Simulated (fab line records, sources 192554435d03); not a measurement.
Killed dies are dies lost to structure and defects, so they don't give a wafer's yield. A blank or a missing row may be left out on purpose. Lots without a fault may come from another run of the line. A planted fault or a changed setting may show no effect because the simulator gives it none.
fab line records | flow n5_finfet
record lots=12 wafers=36 last_day=16
route steps=1938 shown BEOL_M8@1380 BEOL_M9@1405 PASSIVATION@1936
lots that met no fault: from a run of the same line without faults
start_h: hours from the record's first day to the start of the lot's first wafer shown | wait_h: hours since the lot's step before | " the same as in the row above | L1.1+2: a row that stands for several wafers | - no value, or no start given | * or withheld: withheld | < > ~ a bound
route shown NAME@n: a module of which the file shows steps, and the number in the route of the first | usual: mean/standard deviation of fault-free wafers | same: alike in all rows | chamber/n: place in a boat | sites: the reading at each site | _std_site: their standard deviation | _edge_site: outer sites' mean less inner sites' | radius_mm: how far each site lies from the wafer's centre | mask NAME#n: copy n | behind: the tool/chamber that last shaped the wafer | hold: why the lot was held/for how many hours/how that ended | device: the transistor (n, p or np) that didn't switch | end of line: the same wafers' tests at the end of the route | a step without rows: its recipe alone | killed: dies lost to structure and defects at the first sort, not the wafer's yield | map: a wafer's dies, x killed, . not, _ none there
set.NAME: the setting as run; set.NAME@STEP: as run at that earlier step | model.NAME: the simulator's own value behind a step, which no gauge read
steps of the route over a sample of lots; a table a step, a row a wafer
services: from which hour (start_h, from the record's first day; less than 0 if before it) a tool's chamber was out of use, for how many hours, and why
## steps
# step N5_BEOL_M8_OCD_MEAS_38
# usual trench_depth_nm=93.7/1.6
# columns lot.wafer tool chamber start_h wait_h trench_depth_nm
L824.1 ocd-01 - 191.10 - 94.5
L824.3 " - " " 94.1
L824.6 " - " " 94.3
L826.1 ocd-02 - 197.33 - 95.3
L826.4 " - " " 95.9
L826.6 " - " " 96.6
L829.2 ocd-01 - 229.46 - 93.5
L829.4 " - " " 92.3
L829.6 " - " " 92.8
L828.1 ocd-01 - 235.12 - 91.7
L828.2 " - " " 93.2
L828.5 " - " " 91.2
L836.1 ocd-01 - 277.20 - 93.8
L836.2 " - " " 95.8
L836.4 " - " " 93.8
L837.1 ocd-01 - 281.54 - 94.3
L837.5 " - " " 96.3
L837.6 " - " " 95.1
L839.2 ocd-01 - 295.45 - 93.4
L839.5 " - " " 93.0
L839.6 " - " " 92.6
L842.1 ocd-02 - 301.18 - 91.4
L842.2 " - " " 93.4
L842.4 " - " " 91.7
L840.1 ocd-02 - 301.58 - 91.2
L840.3 " - " " 92.7
L840.4 " - " " 94.4
L841.1 ocd-01 - 301.64 - 90.6
L841.2 " - " " 92.8
L841.6 " - " " 92.4
L844.3 ocd-02 - 315.52 - 95.7
L844.4 " - " " 91.8
L844.5 " - " " 96.5
L845.1 ocd-01 - 320.88 - 93.9
L845.2 " - " " 93.4
L845.6 " - " " 92.1
# step N5_BEOL_M8_THK_MEAS_53
# recipe thk_meas_gauge=xrf reads=Cu_of_BEOL_M8_ECD_50
# usual M8_THK=79.8/1.9
# columns lot.wafer tool chamber start_h wait_h M8_THK[nm]
L824.1 film_metro-01 - 194.01 - 80.4
L824.3 " - " " 80.3
L824.6 " - " " 81.6
L826.1 film_metro-02 - 199.64 - 82.8
L826.4 " - " " 82.1
L826.6 " - " " 82.9
L829.2 film_metro-01 - 232.89 - 79.5
L829.4 " - " " 78.7
L829.6 " - " " 78.0
L828.1 film_metro-02 - 238.60 - 77.8
L828.2 " - " " 79.8
L828.5 " - " " 77.0
L836.1 film_metro-02 - 279.69 - 78.8
L836.2 " - " " 79.4
L836.4 " - " " 79.9
L837.1 film_metro-01 - 285.71 - 80.3
L837.5 " - " " 82.6
L837.6 " - " " 81.2
L839.2 film_metro-02 - 297.89 - 80.1
L839.5 " - " " 79.3
L839.6 " - " " 77.5
L842.1 film_metro-01 - 303.59 - 79.0
L842.2 " - " " 81.6
L842.4 " - " " 77.7
L840.1 film_metro-02 - 304.03 - 76.9
L840.3 " - " " 78.8
L840.4 " - " " 79.8
L841.1 film_metro-02 - 304.04 - 77.4
L841.2 " - " " 79.7
L841.6 " - " " 80.5
L844.3 film_metro-02 - 318.21 - 80.2
L844.4 " - " " 77.3
L844.5 " - " " 81.1
L845.1 film_metro-01 - 323.67 - 80.5
L845.2 " - " " 81.8
L845.6 " - " " 76.7
# step N5_BEOL_M8_PRE_CLEAN_55
# recipe gas=NH3 time_s=15 temp_c=withheld rf_power_w=300
# usual rf_fwd_power_W=294.5/1.7
# columns lot.wafer tool chamber start_h wait_h rf_fwd_power_W
L824.1 pecvd-01 2 194.04 0.0 296.7
L824.3 " 1 " " 292.9
L824.6 " 0 " " 295.2
L826.1 pecvd-03 2 199.68 0.0 297.7
L826.4 " 2 " " 297.9
L826.6 " 1 " " 294.1
L829.2 pecvd-03 2 232.93 0.0 295.9
L829.4 " 0 " " 291.8
L829.6 " 2 " " 294.9
L828.1 pecvd-03 1 238.63 0.0 294.8
L828.2 " 2 " " 295.3
L828.5 " 2 " " 296.2
L836.1 pecvd-03 1 279.73 0.0 319.7
L836.2 " 2 " " 321.8
L836.4 " 0 " " 319.1
L837.1 pecvd-03 0 285.75 0.0 319.4
L837.5 " 2 " " 323.9
L837.6 " 0 " " 319.6
L839.2 pecvd-01 0 297.93 0.0 296.3
L839.5 " 1 " " 293.3
L839.6 " 2 " " 295.2
L842.1 pecvd-04 0 303.62 0.0 295.1
L842.2 " 1 " " 293.0
L842.4 " 1 " " 293.0
L840.1 pecvd-01 2 304.07 0.0 299.8
L840.3 " 0 " " 296.0
L840.4 " 1 " " 293.4
L841.1 pecvd-04 0 304.07 0.0 294.8
L841.2 " 2 " " 291.4
L841.6 " 1 " " 295.2
L844.3 pecvd-01 1 318.26 0.0 294.1
L844.4 " 2 " " 295.9
L844.5 " 2 " " 296.0
L845.1 pecvd-04 0 323.71 0.0 294.2
L845.2 " 1 " " 295.8
L845.6 " 2 " " 292.3
# step N5_BEOL_M9_HM_DEP_02
# recipe material=TiN target_thk_a=200 temp_c=25 chamber_pressure_pa=0.49996
# usual throttle_valve_pct=30.3/1
# columns lot.wafer tool chamber start_h wait_h throttle_valve_pct
L824.1 pvd_sputter-01 - 195.52 0.7 31.0
L824.3 " - " " 29.9
L824.6 " - " " 29.4
L826.1 pvd_sputter-01 - 203.19 2.7 29.6
L826.4 " - " " 31.2
L826.6 " - " " 29.5
L829.2 pvd_sputter-01 - 235.16 1.4 31.4
L829.4 " - " " 31.1
L829.6 " - " " 30.8
L828.1 pvd_sputter-01 - 239.79 0.3 31.5
L828.2 " - " " 31.0
L828.5 " - " " 31.1
L836.1 pvd_sputter-02 - 281.47 0.9 29.9
L836.2 " - " " 29.0
L836.4 " - " " 31.6
L837.1 pvd_sputter-02 - 286.78 0.2 29.1
L837.5 " - " " 30.0
L837.6 " - " " 31.3
L839.2 pvd_sputter-02 - 301.01 2.3 29.6
L839.5 " - " " 31.5
L839.6 " - " " 28.9
L842.1 pvd_sputter-03 - 306.31 1.9 31.9
L842.2 " - " " 29.1
L842.4 " - " " 28.4
L841.1 pvd_sputter-03 - 306.51 1.4 28.7
L841.2 " - " " 31.5
L841.6 " - " " 28.3
L840.1 pvd_sputter-03 - 306.65 1.2 28.4
L840.3 " - " " 31.5
L840.4 " - " " 29.2
L844.3 pvd_sputter-01 - 320.83 1.7 29.6
L844.4 " - " " 30.8
L844.5 " - " " 31.4
L845.1 pvd_sputter-02 - 326.17 1.7 29.0
L845.2 " - " " 31.4
L845.6 " - " " 28.8
# step N5_PASSIVATION_PROBE_49
# usual defect_limited_yield=91.3/1.5 killed_at_M0_to_M3=34/11 killed_at_M4_up=14/6.1 killed_at_contacts=12/5.9 killed_at_front_end=39/11 killed_at_other=4/3.3 killed_dies=102/18 killed_open=67/13 killed_short=33/7.9 sort_bin_5_function=5.1/1 sort_bin_6_memory=3.3/0.7 sort_bin_8_speed=0.1/0.69 sort_n_pass=1077/19 sort_yield_pct=91.3/1.6
# same gross_dies=1180 killed_at_back_side=0 sort_bin_4_leakage[%]=0
# columns lot.wafer tool chamber start_h wait_h defect_limited_yield[%] killed_at_M0_to_M3 killed_at_M4_up killed_at_contacts killed_at_front_end killed_at_other killed_dies killed_open killed_short sort_bin_5_function[%] sort_bin_6_memory[%] sort_bin_8_speed[%] sort_n_pass sort_yield_pct[%]
L829.2 prober-02 - 292.64 0.1 92.7 28 13 18 26 1 86 57 28 4.7 2.4 0 1094 92.7
L829.4 prober-02 - 292.74 0.2 90.5 34 16 9 52 1 112 77 34 6.0 3.4 0 1068 90.5
L829.6 prober-02 - 292.84 0.3 94.1 27 7 9 25 2 70 42 25 4.0 1.7 0 1110 94.1
L828.1 prober-01 - 307.74 0.0 88.0 27 21 24 63 7 142 93 47 6.6 5.1 0 1038 88.0
L828.2 prober-01 - 307.79 0.1 91.0 38 10 13 40 5 106 59 45 5.3 3.1 0 1074 91.0
L828.5 prober-01 - 307.94 0.2 92.2 30 18 13 28 3 92 59 29 5.1 2.7 0 1088 92.2
L836.2 prober-02 - 343.07 0.1 90.0 43 18 22 35 0 118 80 37 5.2 4.7 0 1062 90.0
# killed by level:class
L829.2 MOL_CONTACT_COAG:geometric_particle:open=13 BEOL_M4:geometric_particle:open=7 BEOL_M0_SAQP:geometric_particle:open=7 STI_FIN_REVEAL:geometric_particle:open=6 BEOL_M1:geometric_particle:open=6 MOL_CONTACT_COAG:geometric_particle:short=5 BEOL_M1:geometric_particle:short=5 BEOL_M0:geometric_particle:open=4
L829.4 FIN_SAQP:geometric_particle:open=14 BEOL_M0:geometric_particle:open=10 BEOL_M4:geometric_particle:open=8 BEOL_M0_SAQP:geometric_particle:open=7 FIN_SAQP:geometric_particle:short=6 STI_FIN_REVEAL:geometric_particle:open=6 MOL_CONTACT_COAG:geometric_particle:open=6 BEOL_M0_SAQP:geometric_particle:short=6
L829.6 MOL_CONTACT_COAG:geometric_particle:open=8 BEOL_M0_SAQP:geometric_particle:open=6 BEOL_M1:geometric_particle:open=6 BEOL_M3:geometric_particle:open=5 STARTING-WAFER:geometric_particle:short=4 BEOL_M0_SAQP:geometric_particle:short=4 STI_FIN_REVEAL:geometric_particle:open=3 GATE_CUT:geometric_particle:short=3
L828.1 MOL_CONTACT_COAG:geometric_particle:open=19 STI_FIN_REVEAL:geometric_particle:open=14 GATE_CUT:geometric_particle:open=10 FIN_SAQP:geometric_particle:open=9 GATE_CUT:geometric_particle:short=9 BEOL_M4:geometric_particle:short=9 BEOL_M4:geometric_particle:open=7 BEOL_M1:geometric_particle:open=7
L828.2 FIN_SAQP:geometric_particle:open=14 MOL_CONTACT_COAG:geometric_particle:open=12 BEOL_M3:geometric_particle:short=12 BEOL_M0_SAQP:geometric_particle:open=10 GATE_CUT:geometric_particle:short=8 FIN_SAQP:geometric_particle:short=7 BEOL_M0_SAQP:geometric_particle:short=6 BEOL_M3:geometric_particle:open=3
L828.5 MOL_CONTACT_COAG:geometric_particle:open=11 BEOL_M4:geometric_particle:open=11 BEOL_M0_SAQP:geometric_particle:open=9 BEOL_M3:geometric_particle:open=7 FIN_SAQP:geometric_particle:short=5 STARTING-WAFER:geometric_particle:short=5 FIN_SAQP:geometric_particle:open=4 STI_FIN_REVEAL:geometric_particle:open=4
L836.2 MOL_CONTACT_COAG:geometric_particle:open=19 STI_FIN_REVEAL:geometric_particle:open=11 BEOL_M0_SAQP:geometric_particle:short=10 BEOL_M0_SAQP:geometric_particle:open=7 BEOL_M1:geometric_particle:open=6 BEOL_M5:geometric_particle:open=6 FIN_SAQP:geometric_particle:open=5 BEOL_M1:geometric_particle:short=5
## services
# columns tool chamber start_h hours kind
pecvd-03 2 172.20 2.1 scheduled_down
pecvd-04 0 174.70 5.5 scheduled_down
pecvd-01 - 219.34 6.0 pm
pecvd-01 2 234.42 2.5 repair
pecvd-01 2 236.96 - clean
pecvd-01 2 236.96 - consumable_replace:showerhead
pecvd-01 2 236.96 29.0 scheduled_down
pecvd-01 2 236.96 29.0 vent_cycle
pecvd-01 1 252.08 2.1 scheduled_down
pecvd-03 2 270.65 2.1 repair
pecvd-03 1 288.67 5.5 scheduled_down
pvd_sputter-01 - 290.79 0.8 repair
pvd_sputter-01 - 294.87 7.9 repair
pecvd-03 0 303.45 5.0 repair
pecvd-01 0 316.01 5.0 repair
## key
first_sign step=N5_BEOL_M8_PRE_CLEAN_55 reading=rf_fwd_power_W direction=up sigmas=15 usual=* struck=*
effect none on later readings
met_at N5_BEOL_M8_PRE_CLEAN_55
struck_lots L836,L837
not_acting_at N5_BEOL_M8_OCD_MEAS_38,N5_BEOL_M8_THK_MEAS_53,N5_BEOL_M9_HM_DEP_02
onset_between 238.63 279.73
fault kind=process_parameter_drift tool=pecvd-03 chamber=- onset_h=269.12 steps=N5_BEOL_M8_PRE_CLEAN_55 channel=rf_power_w offset=* shape=step end_h=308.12 acts_in=* stated=*
